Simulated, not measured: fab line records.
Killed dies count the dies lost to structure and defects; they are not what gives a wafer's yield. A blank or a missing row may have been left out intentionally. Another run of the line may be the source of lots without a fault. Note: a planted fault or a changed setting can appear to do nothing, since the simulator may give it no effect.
Which tool was responsible? | flow n5_finfet | 11 lots with 33 wafers sampled at 5 steps, on a route of 1938 steps

## WHAT THE GAUGES READ, wafer by wafer
N5_BEOL_M7_RS_MEAS_57: a four-point-probe measurement.
lot  | measured     | on            | M7_RS (ohm/sq)
L786 | day 8 18:17  | film_metro-02 | 0.294 0.286 0.296
L788 | day 9 16:18  | film_metro-01 | 0.286 0.290 0.280
L789 | day 9 17:55  | film_metro-01 | 0.269 0.283 0.286
L790 | day 9 20:53  | film_metro-02 | 0.278 0.275 0.286
L791 | day 10 07:25 | film_metro-01 | 0.273 0.293 0.291
L792 | day 10 15:25 | film_metro-01 | 0.278 0.287 0.288
L799 | day 12 10:12 | film_metro-01 | 0.277 0.261 0.276
L803 | day 13 07:28 | film_metro-02 | 0.287 0.275 0.279
L804 | day 13 14:40 | film_metro-02 | 0.279 0.282 0.279
L805 | day 13 21:53 | film_metro-02 | 0.276 0.291 0.285
L808 | day 14 10:23 | film_metro-01 | 0.290 0.290 0.285

## TOOL THAT RAN EACH LOT (tool first, then ch and the chambers of the sampled wafers, then the start)
lot  | N5_BEOL_M7_ETCH_41                            | N5_BEOL_M7_PRE_CLEAN_45      | N5_BEOL_M7_ECD_50              | N5_BEOL_M7_CMP_52
L786 | rie_diel-02 ch 0,1,2, day 8 16:22 or earlier  | pvd_sputter-03, day 8 16:22  | ecd_cu-01 ch 0,1, day 8 17:22  | cmp-03 ch 0,2,3, day 8 17:52
L788 | rie_diel-06 ch 0,2,3, day 9 14:38 or earlier  | pvd_sputter-02, day 9 14:38  | ecd_cu-01 ch 0,1, day 9 15:28  | cmp-02 ch 0,1, day 9 15:53
L789 | rie_diel-02 ch 1,2,3, day 9 16:19 or earlier  | pvd_sputter-03, day 9 16:19  | ecd_cu-01 ch 1, day 9 16:58    | cmp-02 ch 0,1,3, day 9 17:32
L790 | rie_diel-03 ch 0,2,3, day 9 19:22 or earlier  | pvd_sputter-02, day 9 19:22  | ecd_cu-01 ch 0,1, day 9 20:05  | cmp-02 ch 1,3, day 9 20:28
L791 | rie_diel-03 ch 0,2, day 10 04:35 or earlier   | pvd_sputter-02, day 10 04:35 | ecd_cu-01 ch 0,1, day 10 06:25 | cmp-04 ch 2,3, day 10 06:59
L792 | rie_diel-06 ch 0,1,2, day 10 13:35 or earlier | pvd_sputter-02, day 10 13:35 | ecd_cu-01 ch 0,1, day 10 14:31 | cmp-03 ch 0,1,3, day 10 14:57
L799 | rie_diel-02 ch 1,2,3, day 12 07:34 or earlier | pvd_sputter-03, day 12 07:34 | ecd_cu-02 ch 0,1, day 12 08:22 | cmp-04 ch 0,2, day 12 09:49
L803 | rie_diel-06 ch 0,1,2, day 13 05:55 or earlier | pvd_sputter-01, day 13 05:55 | ecd_cu-01 ch 0,1, day 13 06:38 | cmp-04 ch 0,1,3, day 13 07:02
L804 | rie_diel-06 ch 1,2,3, day 13 13:08 or earlier | pvd_sputter-03, day 13 13:08 | ecd_cu-01 ch 0,1, day 13 13:53 | cmp-04 ch 0,1,3, day 13 14:19
L805 | rie_diel-03 ch 0,1,3, day 13 19:14 or earlier | pvd_sputter-03, day 13 19:14 | ecd_cu-01 ch 0,1, day 13 21:04 | cmp-03 ch 1,2, day 13 21:27
L808 | rie_diel-02 ch 1,2, day 14 06:31 or earlier   | pvd_sputter-01, day 14 06:31 | ecd_cu-01 ch 0,1, day 14 09:32 | cmp-04 ch 1,2, day 14 09:58
- N5_BEOL_M7_ETCH_41: etches SiCN in CH3F/O2, target depth 31.9 nm, time 57.8 s.
- N5_BEOL_M7_PRE_CLEAN_45: time 30 s.
- N5_BEOL_M7_ECD_50: material Cu, target thk 300 nm.
- N5_BEOL_M7_CMP_52: polishes, stops on SiCOH lowk, t overpolish 6.9 s, target thk 80 nm.

## THE ANSWER, worked out from the rows above alone
Rule: the usual values come from the lots themselves. Put in order of their means at a reading, lots are off if they are a third of the lots or fewer, leave a main group of 4 or more, and stand apart from it by a gap of 3 or more times the standard deviation of the main group's means; of several such gaps the widest counts. The tables above print the reading to a certain number of digits; a main group whose means all agree to those digits is not used. Also off: a lot with no number at a reading for which 4 or more lots have one. The other lots that the step has rows for count as sound.
No lot is off on any of the readings shown, so nothing can be concluded from this.

## WHAT THE SIMULATOR HAD PUT IN
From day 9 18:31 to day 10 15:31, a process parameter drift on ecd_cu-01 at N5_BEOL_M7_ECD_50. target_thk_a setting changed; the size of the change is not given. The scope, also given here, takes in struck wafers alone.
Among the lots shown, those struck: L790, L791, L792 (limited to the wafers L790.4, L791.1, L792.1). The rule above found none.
